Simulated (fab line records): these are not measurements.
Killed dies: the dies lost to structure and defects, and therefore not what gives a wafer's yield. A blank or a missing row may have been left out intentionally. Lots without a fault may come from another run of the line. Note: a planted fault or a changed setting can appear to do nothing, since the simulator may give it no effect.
A lot that was struck, set against a sound lot | flow n5Finfet | 19 out of 1938 route steps
Sound: wafers L627.2, L627.3, L627.6. Struck: wafers L623.1, L623.3, L623.5. At the end, the cause is stated.
Per side, at each step with rows, come the tool, then ch with its chambers, and then its first start. Under that, the readings that differ: sound wafers | struck wafers | difference of the means | sigmas: that difference in standard deviations of wafers without a fault.
alike: a reading whose means differ by less than 2 such deviations, as well as words and numbers matching on both sides. not compared: withheld readings; readings where some wafer has no value; bounds like >300 that might hide an equal value; numbers whose values overlap and for which the record gives no deviation.
Wherever a step has rows on one side only, a row that says differs or no value, or a row with sigmas, the two part there. Numbers that have no deviation but don't overlap get no sigmas and don't part them. A reading that every wafer of one side lacks parts them only if that side has two wafers or more.

first, 8 steps without rows for these wafers: N5_BEOL_M8_CMP_52 (polishes, stops on SiCOH lowk, t overpolish 6.9 s, target thk 80 nm); N5_BEOL_M8_PRE_CLEAN_55 (time 15 s); N5_BEOL_M8_DEP_56 (deposits SiCN from 3MS/NH3, target thk 10 nm, time 17.5 s); N5_BEOL_M9_ILD_DEP_00 (deposits SiCOH lowk from DEMS/porogen, target thk 308.51 nm, time 58 s); N5_BEOL_M9_CURE_71 (cures SiCOH lowk, time 240 s); N5_BEOL_M9_PECVD_70 (deposits SiO2 from TEOS/O2, target thk 20 nm, time 22.7 s); N5_BEOL_M9_HM_DEP_02 (deposits TiN, target thk 20 nm); N5_BEOL_M9_COAT_59 (time 60 s, resist thk 100 nm).
N5_BEOL_M9_COAT_60: time 60 s, resist thk 30 nm.
  sound on lithoTrack-03 ch 0, day 15 11:40; struck on lithoTrack-04 ch 0, day 14 16:55
reading                                   | sound                | struck               | difference | sigmas
spinSpeedRpm (rpm)                        | 1500.5 1499.9 1500.1 | 1592.7 1591.7 1591.0 | +91.6      | +95
model.SiARC_of_BEOL_M9_COAT_60.thkNm (nm) | 30 30.2 30           | 29.4 29.2 29.2       | -0.8       | 
then, 7 steps without rows for these wafers: N5_BEOL_M9_COAT_05 (resist thk 90 nm); N5_BEOL_M9_EBR_07; N5_BEOL_M9_SOFTBAKE_06 (time 60 s); N5_BEOL_M9_EXPOSE_08 (exposes mask M9); N5_BEOL_M9_PEB_09 (peb time 60 s); N5_BEOL_M9_DEVELOP_10 (develop time 30 s); N5_BEOL_M9_DESCUM_16 (chemistry O2, time 7.9 s).
N5_BEOL_M9_ETCH_61: etches SiARC in CF4, target depth 39 nm, time 65 s.
  sound on rieDiel-06 ch 0,2,3, day 15 12:04; struck on rieDiel-02 ch 0,3, day 14 17:58
reading                                     | sound             | struck           | difference | sigmas
model.etch.depthNm (nm)                     | 30.01 30.11 30.08 | 29.31 29.2 29.23 | -0.82      | 
model.CAR-ArF_of_BEOL_M9_COAT_05.thkNm (nm) | 55.6 55.6 55.6    | 56.4 56.4 56.4   | +0.8       | 
  alike: chamberPressureMTorr, drypumpMotorCurrentA, etchRfOnTimeS, oesProductAu, rfVppV, showerheadPlenumPTorr, throttleValvePct
  not compared: rfHoursCounterH
N5_BEOL_M9_ETCH_62: etches SOC in N2/H2, target depth 110 nm, overetch 22 nm, time 165 s.
  sound on rieDiel-06 ch 0,2,3, day 15 12:07; struck on rieDiel-02 ch 1,3, day 14 18:01
reading                                   | sound          | struck       | difference | sigmas
model.SiARC_of_BEOL_M9_COAT_60.thkNm (nm) | 23.4 23.6 23.8 | 23 22.6 22.8 | -1         | 
  alike: chamberPressureMTorr, drypumpMotorCurrentA, oesProductAu, rfVppV, showerheadPlenumPTorr, throttleValvePct
  not compared: rfHoursCounterH
then, 1 step without rows for these wafers: N5_BEOL_M9_STRIP_68 (strips in N2/H2).

== WHERE THEY PART ==
Only at N5_BEOL_M9_COAT_60, as far as this record shows. Later steps at which nothing parts them and some readings are alike: N5_BEOL_M9_ETCH_61, N5_BEOL_M9_ETCH_62.

WHY: the cause the simulator had injected
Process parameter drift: lithoTrack-04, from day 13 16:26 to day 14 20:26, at N5_BEOL_M9_COAT_60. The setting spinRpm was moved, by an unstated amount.
